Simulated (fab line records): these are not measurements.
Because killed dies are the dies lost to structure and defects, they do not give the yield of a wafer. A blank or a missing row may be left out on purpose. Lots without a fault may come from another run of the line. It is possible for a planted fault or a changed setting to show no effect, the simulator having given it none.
Check of tool commonality ; flow nand harc ; 33 wafers sampled across 11 lots

## REASON IT WAS OPENED
On 2 of the 11 lots, a flag is raised at NHARC_P_GATE_INSPECT_28 on the reading raw defect count. Fault-free wafers read 6.4, with a standard deviation of 2.9.
Rule: a lot is flagged in two cases, either no wafer of it has a number, or all its wafers with numbers fall more than 4 standard deviations from that mean. The rest of the lots are taken to be sound.

lot;measured;on;raw defect count, wafer by wafer;flag
L927;day 5 06:31;defect inspect-01;1 7 9;
L929;day 6 01:48;defect inspect-02;293 274 251;FLAGGED
L931;day 6 13:43;defect inspect-02;303 255 241;FLAGGED
L939;day 10 05:20;defect inspect-02;8 10 6;
L942;day 11 06:15;defect inspect-02;6 11 6;
L941;day 11 06:54;defect inspect-01;3 8 4;
L943;day 11 18:09;defect inspect-01;2 7 3;
L944;day 11 23:01;defect inspect-02;7 9 9;
L946;day 13 02:19;defect inspect-02;10 9 4;
L947;day 13 09:17;defect inspect-01;13 3 3;
L950;day 14 12:20;defect inspect-02;6 11 7;
On average the flagged lots' numbers are 269.5, which is +263.1 against the usual, or +91 standard deviations.

## WHICH TOOL RAN EACH LOT
The record keeps 1 process step preceding the reading, out of 1302 steps on the route. Every cell lists first the tool, next ch and the chambers used by the sampled wafers, and last the start.
lot;flag;NHARC_P_GATE_HM_DEP_102
L927;;acl dep-01 ch 0, day 5 05:16
L929;FLAGGED;acl dep-01 ch 0, day 6 00:21
L931;FLAGGED;acl dep-01 ch 0, day 6 12:16
L939;;acl dep-01 ch 0, day 10 03:58
L942;;acl dep-01 ch 0, day 11 05:00
L941;;acl dep-01 ch 0, day 11 05:26
L943;;acl dep-01 ch 0, day 11 16:41
L944;;acl dep-01 ch 0, day 11 21:45
L946;;acl dep-01 ch 0, day 13 01:09
L947;;acl dep-03 ch 0, day 13 07:55
L950;;acl dep-01 ch 0, day 14 10:49
What is done by these steps:
- NHARC_P_GATE_HM_DEP_102: deposits aC, target thk 120 nm.
- NHARC_P_GATE_INSPECT_28

## FLAGGED AGAINST TOTAL, ONE TOOL AT A TIME (gauges that did the reading follow at the end)
step;tool;lots run;flagged;share of the flagged lots;sound lots run after its first flagged lot
NHARC_P_GATE_HM_DEP_102;acl dep-01;10;2;all;7 (L939,L942,L941,L943,L944,L946,L950)
NHARC_P_GATE_HM_DEP_102;acl dep-03;1;0;none;-
NHARC_P_GATE_INSPECT_28;defect inspect-01;4;0;none;-
NHARC_P_GATE_INSPECT_28;defect inspect-02;7;2;all;5 (L939,L942,L944,L946,L950)

## THE TABLE: WHAT IT ALLOWS
acl dep-01 at NHARC_P_GATE_HM_DEP_102 and defect inspect-02 at NHARC_P_GATE_INSPECT_28 are the 2 rows of the table that ran each flagged lot.
- acl dep-01 at NHARC_P_GATE_HM_DEP_102: 2 of its 10 lots flagged. Sound lots ran on it after the first flagged one (L939, L942, L941, L943, L944, L946, L950), which a lasting fault on the whole tool wouldn't allow.
- defect inspect-02 at NHARC_P_GATE_INSPECT_28: 2 of its 7 lots flagged. Sound lots ran on it after the first flagged one (L939, L942, L944, L946, L950), which a lasting fault on the whole tool wouldn't allow.
Every row of the table either missed a flagged lot or ran a sound lot after the first.

## WHAT THE SIMULATOR HAD INSERTED
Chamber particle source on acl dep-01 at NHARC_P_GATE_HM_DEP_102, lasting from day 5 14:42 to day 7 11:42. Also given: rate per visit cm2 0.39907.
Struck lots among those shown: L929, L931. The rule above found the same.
